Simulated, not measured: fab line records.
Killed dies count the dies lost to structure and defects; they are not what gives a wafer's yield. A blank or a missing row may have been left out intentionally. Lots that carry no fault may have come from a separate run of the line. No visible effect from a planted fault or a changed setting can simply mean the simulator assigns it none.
Code-filled problem report in 8D (eight disciplines) form	flow n5Finfet	the parts of the form that need people (team, actions taken, sign-off) are left out

1. WHAT IS WRONG
Mean M3_ILD_THK at N5_BEOL_M3_THK_MEAS_01: 70.5 nm over 6 wafers in 2 lots; fault-free wafers: 78.8 nm, standard deviation 1.1. That is -7.6 standard deviations from the usual mean.
Seen first at day 8 23:22 on filmMetro-01, wafer L456.2. At this step, 27 wafers from 9 lots have a number in the record. Rule for "out" (also "out of limits"): further than 4 standard deviations from the usual mean. The rest of the wafers with a number are treated as sound.

2. WHAT IT IS AND WHAT IT IS NOT
question	is	is not
which readings at this step	M3_ILD_THK	-
which lots	L456, L462	L449, L451, L453, L464, L466, L469, L470
which wafers of those lots	all that have a number	-
read on which gauges	filmMetro-01	filmMetro-02
when	from day 8 23:22	up to then (9 sound wafers); but 12 sound wafers of L464, L466, L469, L470 came after

3. SUSPECTS, AND WHAT RULES EACH OUT
Counting: any tool at a process step up to the reading is kept as a suspect provided that every lot that is out went through it and no sound lot did after the first of them.
- the gauge at N5_BEOL_M3_THK_MEAS_01: kept. All the wafers that are out were read on filmMetro-01, and no step on other tools shows them out.
- rtpAnneal-02 at N5_BEOL_M2_ANNEAL_51 (time 90 s): ruled out as a lasting fault. The sound lots L464, L466 went through it after L456, its earliest lot that is out (day 8 22:17).
- pecvd-01 at N5_BEOL_M3_ILD_DEP_00 (deposits SiOC from DEMS/O2, target thk 79 nm, time 15.3 s): kept. All lots that are out passed through it, beginning with L456 at day 8 23:17, and no sound lot followed; its final sound lot before that point was L453 at day 8 13:34.
What counting leaves: pecvd-01 at N5_BEOL_M3_ILD_DEP_00 and filmMetro-01 at N5_BEOL_M3_THK_MEAS_01.

4. THE CAUSE (what the simulator had put in)
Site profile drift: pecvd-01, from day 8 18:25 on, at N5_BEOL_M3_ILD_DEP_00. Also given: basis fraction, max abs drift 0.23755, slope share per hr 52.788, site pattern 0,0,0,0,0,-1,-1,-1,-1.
Counting left 2 suspects, and this tool is among them.

5. SEQUENCE OF EFFECTS, ordered by route
One row per reading whose mean, taken over the struck wafers that have a number, lies over 3 standard deviations from the usual. Scope: only readings with a usual standard deviation given in the record; hours: median across lots of the time from each lot's start at the first step in this table that gives one to its start at this step; sigmas: change in usual standard deviations.
hours	step	reading	usual	on struck wafers	change	sigmas
0	N5_BEOL_M3_THK_MEAS_01	M3_ILD_THK	78.8 nm	70.5	-8.3	-7.6
Later steps that measure or inspect, where all struck wafers having a row at the step show a number for every such reading and not one has moved that far: N5_BEOL_M4_RC_MEAS_101.

6. HOW IT WOULD HAVE BEEN CAUGHT EARLIER
5 hours passed between the start of the fault at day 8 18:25 and the first reading out of limits at a measuring or inspecting step in this record, taken at day 8 23:22.
An alarm limit of 4 standard deviations would not have fired on the tool readings at N5_BEOL_M3_ILD_DEP_00 for which the record gives a usual standard deviation, since none of them was out on any struck wafer.
Among the 2 lots that are out, L462 began N5_BEOL_M3_ILD_DEP_00 on pecvd-01 after day 8 23:22. A tool hold placed at that time would have kept it from harm.
